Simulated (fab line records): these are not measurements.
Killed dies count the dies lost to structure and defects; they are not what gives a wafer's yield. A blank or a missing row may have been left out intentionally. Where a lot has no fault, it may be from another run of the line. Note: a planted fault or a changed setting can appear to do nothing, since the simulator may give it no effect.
Which tool did it? :: flow nand harc :: 16 wafers from 6 lots sampled at 5 of the route's 1159 steps

## WHAT EACH GAUGE READ, for each wafer
NHARC_END_SORT_01.
lot: L571
measured: day 23 16:36
on: prober-01
killed at array: 50 73

lot: L574
measured: day 24 05:08
on: prober-01
killed at array: 55 41

## TOOL THAT RAN EACH LOT (tool first, then ch and the chambers of the sampled wafers, then the start)
lot: L556
NHARC_A_STAIRCASE_ETCH_27: rie diel-02 ch 0,1,2, day 11 00:36 or earlier
NHARC_A_STAIRCASE_TRIM_191: rie diel-02 ch 1,2,3, day 11 00:36
NHARC_A_STAIRCASE_TRIM_193: rie diel-02 ch 0,2,3, no start
NHARC_A_STAIRCASE_ETCH_201: rie diel-02 ch 0,1,3, no start

lot: L563
NHARC_A_STAIRCASE_ETCH_27: rie diel-01 ch 0,1, day 12 22:48 or earlier
NHARC_A_STAIRCASE_TRIM_191: rie diel-01 ch 0,1,3, day 12 22:48
NHARC_A_STAIRCASE_TRIM_193: rie diel-01 ch 0,1,2, no start
NHARC_A_STAIRCASE_ETCH_201: rie diel-02 ch 1,2,3, no start

lot: L564
NHARC_A_STAIRCASE_ETCH_27: rie diel-01 ch 0,1,2, day 13 06:37 or earlier
NHARC_A_STAIRCASE_TRIM_191: rie diel-01 ch 0,1,2, day 13 06:37
NHARC_A_STAIRCASE_TRIM_193: rie diel-01 ch 0,1,3, no start
NHARC_A_STAIRCASE_ETCH_201: rie diel-02 ch 1,2, no start

lot: L571
NHARC_A_STAIRCASE_ETCH_27: rie diel-08 ch 1,3, day 14 18:00 or earlier
NHARC_A_STAIRCASE_TRIM_191: rie diel-08 ch 0,2, day 14 18:00
NHARC_A_STAIRCASE_TRIM_193: rie diel-08 ch 1,2, day 23 16:36 or earlier
NHARC_A_STAIRCASE_ETCH_201: rie diel-01 ch 1,2, day 23 16:36 or earlier

lot: L574
NHARC_A_STAIRCASE_ETCH_27: rie diel-02 ch 0,3, day 15 13:09 or earlier
NHARC_A_STAIRCASE_TRIM_191: rie diel-08 ch 0,3, day 15 13:09
NHARC_A_STAIRCASE_TRIM_193: rie diel-08 ch 0,1, day 24 05:08 or earlier
NHARC_A_STAIRCASE_ETCH_201: rie diel-02 ch 0,3, day 24 05:08 or earlier

lot: L577
NHARC_A_STAIRCASE_ETCH_27: rie diel-02 ch 0,1,2, day 16 15:52 or earlier
NHARC_A_STAIRCASE_TRIM_191: rie diel-02 ch 1,3, day 16 15:52
NHARC_A_STAIRCASE_TRIM_193: rie diel-02 ch 0,1,2, no start
NHARC_A_STAIRCASE_ETCH_201: rie diel-01 ch 1,3, no start
- NHARC_A_STAIRCASE_ETCH_27: etches the open film in C4F8/O2, target depth 100 nm, time 40.5 s.
- NHARC_A_STAIRCASE_TRIM_191: chemistry O2, time 211.2 s.
- NHARC_A_STAIRCASE_TRIM_193: chemistry O2, time 211.2 s.
- NHARC_A_STAIRCASE_ETCH_201: etches the open film in C4F8/O2, target depth 100 nm, time 40.5 s.

## THE ANSWER, worked out from the rows above alone
Rule: what is usual is taken from the lots themselves. The widest of any qualifying gaps counts: lots, ordered by their means at a reading, are off when they make up no more than a third of the lots, leave a main group of 4 or more, and stand apart from it by 3 or more times the standard deviation of that group's means. A main group is skipped when, at the precision printed for the reading in the tables above, its means are all equal. A lot without any number at a reading at which 4 lots or more have one is off too. The other lots that the step has rows for count as sound.
Nothing can be told from this: no lot is off at any reading shown.

## WHAT THE SIMULATOR HAD INSERTED
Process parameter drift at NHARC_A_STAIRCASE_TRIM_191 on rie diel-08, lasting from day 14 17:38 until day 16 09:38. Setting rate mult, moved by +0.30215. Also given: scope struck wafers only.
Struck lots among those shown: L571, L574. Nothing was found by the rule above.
